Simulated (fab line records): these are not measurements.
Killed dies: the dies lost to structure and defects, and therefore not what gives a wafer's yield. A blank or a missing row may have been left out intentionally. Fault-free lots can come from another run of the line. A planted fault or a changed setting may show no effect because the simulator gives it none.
Chamber matching    flow n5-finfet    N5_MIM_BOT_ETCH_STRIP_01 on rie-diel-03: 4 sister chambers
The step strips in O2. 16 wafers are shown with their chamber, then 8 later ones without.

## WAFERS WITH THEIR CHAMBER
wafer   chamber  showerhead-plenum-p-Torr (Torr)  throttle-valve-pct (%)  oes-product-au (a.u.)
L075.3  3        2.20                             16.66                   0.76
L075.4  0        1.98                             17.13                   0.71
L075.6  3        2.20                             16.68                   0.76
L077.1  1        2.20                             16.46                   0.88
L077.4  3        2.19                             16.72                   0.78
L077.5  3        2.20                             16.69                   0.77
L078.1  1        2.20                             16.42                   0.84
L078.3  0        1.98                             17.13                   0.71
L078.5  2        2.22                             16.43                   0.84
L079.2  1        2.20                             16.44                   0.86
L079.3  0        1.98                             17.13                   0.71
L079.6  3        2.19                             16.70                   0.75
L084.2  2        2.21                             16.50                   0.81
L084.4  1        2.19                             16.46                   0.85
L084.5  2        2.21                             16.52                   0.80
L093.3  3        2.18                             16.74                   0.71

SIGNATURES, as means of the wafers listed above
reading                   chamber 0  chamber 1  chamber 2  chamber 3  scatter within a chamber
showerhead-plenum-p-Torr  1.9800     2.1975     2.2133     2.1933     0.00629
throttle-valve-pct        17.1300    16.4450    16.4833    16.6983    0.0284
oes-product-au            0.7100     0.8575     0.8167     0.7550     0.0198
Rule: distance of a wafer from a chamber = root of the sum over the readings of ((wafer's reading minus chamber's mean) / reading's scatter) squared. If the next closest chamber is less than 2 further off than the closest, the wafer can't be placed; otherwise it belongs to the closest. How the scatter is found: for the shown wafers, subtract from each reading the mean of its chamber, square and add these, divide the total by (wafers less chambers), then take the root.

## WAFERS WITHOUT THEIR CHAMBER
wafer   showerhead-plenum-p-Torr (Torr)  throttle-valve-pct (%)  oes-product-au (a.u.)
L093.4  2.23                             16.61                   0.97
L093.6  2.23                             16.69                   0.98
L094.3  2.20                             16.59                   0.78
L094.4  2.19                             16.51                   0.83
L094.5  2.18                             16.75                   0.73
L095.1  2.20                             16.58                   0.78
L095.4  2.20                             16.60                   0.77
L095.6  2.19                             16.52                   0.81

## THE CHAMBER EACH PASSED THROUGH
wafer   from the rows above           in truth
L093.4  can't be placed: 2 or 1       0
L093.6  can't be placed: 2 or 1 or 3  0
L094.3  can't be placed: 3 or 2       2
L094.4  can't be placed: 1 or 2       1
L094.5  3                             3
L095.1  can't be placed: 2 or 3 or 1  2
L095.4  can't be placed: 3 or 2       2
L095.6  can't be placed: 1 or 2       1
Correct placement for 1 of the 8. Can't be placed from these rows: 7 (the true chamber is among the candidates in 5). Placed wrongly: 0.
